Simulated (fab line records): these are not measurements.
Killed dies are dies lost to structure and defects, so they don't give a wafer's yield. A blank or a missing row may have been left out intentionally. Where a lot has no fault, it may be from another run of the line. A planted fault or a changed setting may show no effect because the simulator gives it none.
Chamber matching ; flow n5Finfet ; 4 sister chambers for N5_BEOL_M2_ALD_98 on aldSin-04
The step deposits SiO2, target thk 2.5 nm, pulse time 1 s, co reactant pulse time 1 s. 7 wafers are shown with their chamber, then 7 later ones without.

EACH WAFER AND ITS CHAMBER
wafer;chamber;heaterPowerW (W);precursorPulseHeightRel
L080.1;3;74;0.987
L080.2;0;83;1.000
L085.2;0;85;0.992
L085.5;2;75;1.008
L085.6;1;81;1.000
L087.3;1;84;1.000
L087.5;2;72;1.028

WAFERS WITHOUT THEIR CHAMBER
wafer;heaterPowerW (W);precursorPulseHeightRel
L087.6;72;1.019
L086.1;85;0.970
L086.3;83;1.011
L086.4;74;1.000
L091.1;83;1.005
L091.4;82;0.986
L091.5;86;0.985

THE CHAMBER EACH PASSED THROUGH
wafer;from the rows above;in truth
L087.6;2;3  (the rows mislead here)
L086.1;can't be placed: 0 or 1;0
L086.3;can't be placed: 1 or 0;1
L086.4;can't be placed: 3 or 2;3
L091.1;can't be placed: 1 or 0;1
L091.4;can't be placed: 0 or 1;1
L091.5;can't be placed: 0 or 1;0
0 of 7 placed correctly. These rows do not allow placing 6 (true chamber among the candidates in 6). Number placed wrongly: 1.
How it was worked out, from the rows above alone: a wafer's distance from a chamber is the root of the sum, over the readings, of the square of ((its reading less the chamber's mean) divided by the reading's scatter). The wafer belongs to the nearest chamber; if the next one is less than 2 further off, it can't be placed. The mean given for a chamber averages the wafers shown for that chamber. The scatter: the root of (the sum of the squares of (reading less its chamber's mean) over the shown wafers, divided by (wafers less chambers)).
